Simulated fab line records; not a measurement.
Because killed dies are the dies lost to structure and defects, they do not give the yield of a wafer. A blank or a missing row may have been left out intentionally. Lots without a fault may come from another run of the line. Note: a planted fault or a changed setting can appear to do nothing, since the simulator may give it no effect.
Matching of chambers || flow n5_finfet || N5_BEOL_M1_STRIP_36 on rie_diel-01: 4 sister chambers
The step strips in N2/H2. 8 wafers are shown with their chamber, then 11 later ones without.

WAFERS, EACH WITH ITS CHAMBER
{"wafer": "L079.5", "chamber": 1, "showerhead_plenum_p_Torr (Torr)": 2.53, "throttle_valve_pct (%)": 23.42}
{"wafer": "L082.3", "chamber": 1, "showerhead_plenum_p_Torr (Torr)": 2.53, "throttle_valve_pct (%)": 23.45}
{"wafer": "L085.1", "chamber": 3, "showerhead_plenum_p_Torr (Torr)": 2.44, "throttle_valve_pct (%)": 23.54}
{"wafer": "L085.6", "chamber": 0, "showerhead_plenum_p_Torr (Torr)": 2.56, "throttle_valve_pct (%)": 23.42}
{"wafer": "L084.2", "chamber": 2, "showerhead_plenum_p_Torr (Torr)": 2.50, "throttle_valve_pct (%)": 24.13}
{"wafer": "L084.4", "chamber": 2, "showerhead_plenum_p_Torr (Torr)": 2.50, "throttle_valve_pct (%)": 24.10}
{"wafer": "L084.6", "chamber": 3, "showerhead_plenum_p_Torr (Torr)": 2.43, "throttle_valve_pct (%)": 23.54}
{"wafer": "L086.3", "chamber": 0, "showerhead_plenum_p_Torr (Torr)": 2.56, "throttle_valve_pct (%)": 23.44}

WAFERS WITH NO CHAMBER GIVEN
{"wafer": "L086.4", "showerhead_plenum_p_Torr (Torr)": 2.50, "throttle_valve_pct (%)": 24.10}
{"wafer": "L086.5", "showerhead_plenum_p_Torr (Torr)": 2.56, "throttle_valve_pct (%)": 23.47}
{"wafer": "L088.2", "showerhead_plenum_p_Torr (Torr)": 2.53, "throttle_valve_pct (%)": 23.46}
{"wafer": "L088.4", "showerhead_plenum_p_Torr (Torr)": 2.43, "throttle_valve_pct (%)": 23.58}
{"wafer": "L088.5", "showerhead_plenum_p_Torr (Torr)": 2.50, "throttle_valve_pct (%)": 24.13}
{"wafer": "L094.1", "showerhead_plenum_p_Torr (Torr)": 2.55, "throttle_valve_pct (%)": 23.48}
{"wafer": "L094.5", "showerhead_plenum_p_Torr (Torr)": 2.55, "throttle_valve_pct (%)": 23.51}
{"wafer": "L094.6", "showerhead_plenum_p_Torr (Torr)": 2.43, "throttle_valve_pct (%)": 23.59}
{"wafer": "L095.2", "showerhead_plenum_p_Torr (Torr)": 2.43, "throttle_valve_pct (%)": 23.56}
{"wafer": "L095.3", "showerhead_plenum_p_Torr (Torr)": 2.55, "throttle_valve_pct (%)": 23.46}
{"wafer": "L095.4", "showerhead_plenum_p_Torr (Torr)": 2.43, "throttle_valve_pct (%)": 23.58}

EACH ONE'S CHAMBER
{"wafer": "L086.4", "from the rows above": 2, "in truth": 2}
{"wafer": "L086.5", "from the rows above": 0, "in truth": 0}
{"wafer": "L088.2", "from the rows above": 1, "in truth": 1}
{"wafer": "L088.4", "from the rows above": 3, "in truth": 3}
{"wafer": "L088.5", "from the rows above": 2, "in truth": 2}
{"wafer": "L094.1", "from the rows above": 0, "in truth": 0}
{"wafer": "L094.5", "from the rows above": "can't be placed: 0 or 1", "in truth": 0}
{"wafer": "L094.6", "from the rows above": 3, "in truth": 3}
{"wafer": "L095.2", "from the rows above": 3, "in truth": 3}
{"wafer": "L095.3", "from the rows above": 0, "in truth": 0}
{"wafer": "L095.4", "from the rows above": 3, "in truth": 3}
Correctly placed: 10 of 11. Not placeable from these rows: 1 (in 1, the candidates include the true chamber). Placed wrongly: 0.
How it was worked out, from the rows above alone: a wafer's distance from a chamber is the root of the sum, over the readings, of the square of ((its reading less the chamber's mean) divided by the reading's scatter). If the next closest chamber is less than 2 further off than the closest, the wafer can't be placed; otherwise it belongs to the closest. Each chamber's mean is taken over the wafers shown for it. The scatter: the root of (the sum of the squares of (reading less its chamber's mean) over the shown wafers, divided by (wafers less chambers)).
